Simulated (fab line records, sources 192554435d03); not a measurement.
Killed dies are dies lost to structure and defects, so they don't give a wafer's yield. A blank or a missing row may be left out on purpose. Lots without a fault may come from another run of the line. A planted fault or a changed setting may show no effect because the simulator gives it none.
A struck lot beside a sound one | flow n5_finfet | 15 steps out of a route of 1938
Sound: wafers L310.1, L310.3, L310.4. Struck: wafers L315.2, L315.4, L315.6. The cause comes at the end.
At each step with rows: each side's tool, then ch and its chambers, then its first start. Under that, the readings that differ: sound wafers | struck wafers | difference of the means | sigmas: that difference in standard deviations of wafers without a fault.
alike: readings whose means differ by less than 2 such deviations, and words and numbers that are the same on both sides. not compared: withheld readings, readings that some wafer has no value for, bounds like >300 that may hide the same value, and numbers for which the record gives no deviation and whose values overlap.
The two part at a step that has a row with sigmas, a row that says differs or no value, or rows on one side only. Numbers that don't overlap but have no deviation are shown without sigmas and don't part them. A reading that every wafer of one side lacks parts them only if that side has two wafers or more.

N5_BEOL_M11_ALD_74: deposits TaN, target thk 2 nm, pulse time 2 s, purge time 3 s.
  sound on ald_metal-01 ch 0,2,3, day 12 17:11; struck on ald_metal-02 ch 0,3, day 14 21:51
  alike: heater_power_w, precursor_vessel_carrier_sccm
N5_BEOL_M11_SURFACE_TREAT_76:
  sound on pvd_sputter-02, day 12 17:37; struck on pvd_sputter-02, day 14 22:10
  not compared: throttle_valve_pct
then, 3 steps without rows for these wafers: N5_BEOL_M11_CVD_75 (deposits Co from CCTBA/H2, target thk 2 nm, time 138.9 s); N5_BEOL_M11_SPUTTER_48 (material Cu, target thk 12 nm, time 2 s); N5_BEOL_M11_ECD_50 (material Cu, target thk 318 nm).
N5_BEOL_M11_ANNEAL_51: time 90 s.
  sound on rtp_anneal-01 ch 0, day 12 18:20; struck on rtp_anneal-01 ch 0, day 15 00:13
  alike: anneal_temp_c, wafer_temp_C_max
N5_BEOL_M11_CMP_52: polishes, stops on SiCOH lowk, t overpolish 7 s, target thk 140 nm.
  sound on cmp-01 ch 1,2,3, day 12 18:39; struck on cmp-03 ch 0,3, day 15 00:30
  alike: barrier_field_endpoint_s, clearing_platen_rpm, motor_current_A, overpolish_run_s, time_to_endpoint_s
N5_BEOL_M11_THK_MEAS_53: measures by xrf.
  sound on film_metro-01, day 12 18:57; struck on film_metro-01, day 15 00:46
  alike: M11_THK
then, 1 step without rows for these wafers: N5_BEOL_M11_PRE_CLEAN_55 (time 15 s).
N5_BEOL_M11_DEP_56: deposits SiCN from 3MS/NH3, target thk 30 nm, time 10.5 s.
  sound on pecvd-04 ch 0,2, day 12 19:01; struck on pecvd-01 ch 0,1, day 15 00:49
  alike: showerhead_plenum_p_Torr, throttle_valve_pct
N5_BEOL_M11_RS_MEAS_57: measures by four-point-probe.
  sound on film_metro-02, day 12 19:04; struck on film_metro-01, day 15 00:53
  alike: M11_RS
N5_BEOL_M11_INSPECT_58: inspects for defects (darkfield).
  sound on defect_inspect-02, day 12 19:06; struck on defect_inspect-01, day 15 00:55
  reading          | sound      | struck   | difference | sigmas
  raw_defect_count | 115 120 76 | 43 36 47 | -62        | -2
N5_BEOL_M12_ILD_DEP_00: deposits SiOC from DEMS/O2, target thk 658.92 nm, time 130.7 s.
  sound on pecvd-02 ch 0,1,2, day 12 19:08; struck on pecvd-03 ch 0, day 15 00:57
  reading              | sound                | struck               | difference | sigmas
  susceptor_temp_C (C) | 350.13 349.63 349.91 | 341.45 341.35 341.65 | -8.41      | -44
  alike: heater_power_w, showerhead_plenum_p_Torr, throttle_valve_pct
N5_BEOL_M12_THK_MEAS_01:
  sound on film_metro-01, day 12 19:16; struck on film_metro-01, day 15 01:08
  alike: M12_ILD_THK
N5_PASSIVATION_PROBE_49:
  sound on prober-02, day 14 19:43; struck on prober-02, day 16 11:43
  reading            | sound    | struck | difference | sigmas
  killed_at_M0_to_M3 | 27 30 19 | 56     | +31        | +3
  alike: defect_limited_yield, killed_at_M4_up, killed_at_contacts, killed_at_front_end, killed_at_other, killed_dies, killed_open, killed_short, sort_bin_5_function, sort_bin_6_memory, sort_bin_8_speed, sort_n_pass, sort_yield_pct

WHERE THEY PART
First at N5_BEOL_M11_INSPECT_58; last, within this record, at N5_PASSIVATION_PROBE_49.

WHY: what the simulator had put in
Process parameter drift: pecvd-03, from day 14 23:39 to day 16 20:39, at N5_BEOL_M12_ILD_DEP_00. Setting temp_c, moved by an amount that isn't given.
